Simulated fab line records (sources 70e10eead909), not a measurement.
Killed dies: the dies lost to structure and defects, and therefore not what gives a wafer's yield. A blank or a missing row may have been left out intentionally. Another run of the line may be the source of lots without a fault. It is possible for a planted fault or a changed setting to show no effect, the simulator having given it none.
Struck lot and sound lot, side by side | flow nand-harc | 15 out of 1159 route steps
Sound: the wafers L726.2, L726.3, L726.4. Struck: wafers L736.2, L736.3. At the end, the cause is stated.
At each step with rows: each side's tool, then ch and its chambers, then its first start. Under that, the readings that differ: sound wafers | struck wafers | difference of the means | sigmas: that difference in standard deviations of wafers without a fault.
alike: words and numbers the same on both sides, and readings whose means are apart by under 2 such deviations; not compared: readings that were withheld, readings missing a value for some wafer, numbers with overlapping values and no deviation given by the record, and bounds like >300 which may hide the same value.
A row with sigmas, a row that says differs or no value, or rows on one side alone: a step with any of these is where the two part. Numbers that don't overlap but have no deviation are shown without sigmas and don't part them. A reading missing from all wafers of one side parts the sides only when that side holds two or more wafers.

NHARC_A_BONDPAD_CD_MEAS_09: the cd target is 500 nm.
  sound on cd-sem-02 ch 0, day 18 09:46; struck on cd-sem-01 ch 0, day 21 07:20
  reading    | sound             | struck      | difference | sigmas
  cd-nm (nm) | 502.9 501.3 498.8 | 507.2 506.3 | +5.8       | +3
NHARC_A_BONDPAD_OVL_MEAS_35:
  sound on overlay-01 at day 18 09:51; struck on overlay-02 at day 21 07:26
  alike: overlay-x-nm, overlay-y-nm
then, 1 step without rows for these wafers: NHARC_A_BONDPAD_HARDBAKE_10 (time 65 s).
NHARC_A_BONDPAD_DESCUM_11: chemistry O2, time 3 s.
  sound on rie-diel-09 ch 0,1,2, day 18 09:59; struck on rie-diel-10 ch 0,3, day 21 07:33
  reading                | sound | struck | difference | sigmas
  rf-hours-counter-h (h) | 6 6 6 | 48 52  | +44        |
  alike: drypump-motor-current-A, oes-product-au, rf-vpp-V, showerhead-plenum-p-Torr, throttle-valve-pct
NHARC_A_BONDPAD_ETCH_34: etches the open film in N2/H2, target depth 60 nm, overetch 18 nm, time 65.91 s.
  sound on rie-diel-09 ch 0,1,2, day 18 10:04; struck on rie-diel-10 ch 0,1, day 21 07:38
  reading                | sound | struck | difference | sigmas
  rf-hours-counter-h (h) | 6 6 6 | 52 24  | +32        |
  alike: drypump-motor-current-A, oes-product-au, rf-vpp-V, showerhead-plenum-p-Torr, throttle-valve-pct
NHARC_A_BONDPAD_ETCH_12: etches the open film in CHF3/O2, target depth 220 nm, time 110 s.
  sound: rie-diel-09 ch 1,2,3; struck: rie-diel-10 ch 2,3
  reading                | sound             | struck      | difference | sigmas
  oes-product-au (a.u.)  | 0.983 0.963 0.970 | 0.912 0.928 | -0.052     | -2
  rf-hours-counter-h (h) | 6 6 6             | 49 41       | +39        |
  alike: drypump-motor-current-A, rf-vpp-V, showerhead-plenum-p-Torr, throttle-valve-pct
NHARC_A_BONDPAD_CD_MEAS_13:
  sound on cd-sem-03 at day 18 10:17; struck on cd-sem-01 at day 21 07:52
  alike: cd-nm
then, 3 steps without rows for these wafers: NHARC_A_BONDPAD_STRIP_15 (strips in O2); NHARC_A_BONDPAD_ETCH_24 (etches the open film in CF4/N2, target depth 30 nm, time 72.99 s); NHARC_A_BONDPAD_STRIP_16 (strips in post etch residue remover, time 600 s).
NHARC_A_BONDPAD_DEGAS_25: time 60 s.
  sound on pvd-sputter-02 at day 18 10:55; struck on pvd-sputter-01 at day 21 08:29
  alike: heater-power-w
then, 1 step without rows for these wafers: NHARC_A_BONDPAD_PRE_CLEAN_26 (time 30 s).
NHARC_A_BONDPAD_PVD_17: deposits TaN, target thk 5 nm, time 8.06 s.
  sound on pvd-sputter-02 at day 18 11:01; struck on pvd-sputter-01 at day 21 08:38
  reading    | sound          | struck        | difference | sigmas
  time-s (s) | 8.06 8.06 8.06 | 6.1457 6.1457 | -1.9143    |
  alike: bias-v, throttle-valve-pct
NHARC_A_BONDPAD_PVD_27: deposits Cu, target thk 30 nm, time 20.49 s.
  sound on pvd-sputter-02; struck on pvd-sputter-01
  alike: throttle-valve-pct
  not compared: time-s
NHARC_END_SORT_01:
  the record has rows for the struck wafers here (prober-02 ch 0, day 22 17:23) and none for the sound ones

## WHERE THEY PART
At NHARC_A_BONDPAD_CD_MEAS_09 first; at NHARC_END_SORT_01 last (within this record only).

WHY: what had been put in by the simulator
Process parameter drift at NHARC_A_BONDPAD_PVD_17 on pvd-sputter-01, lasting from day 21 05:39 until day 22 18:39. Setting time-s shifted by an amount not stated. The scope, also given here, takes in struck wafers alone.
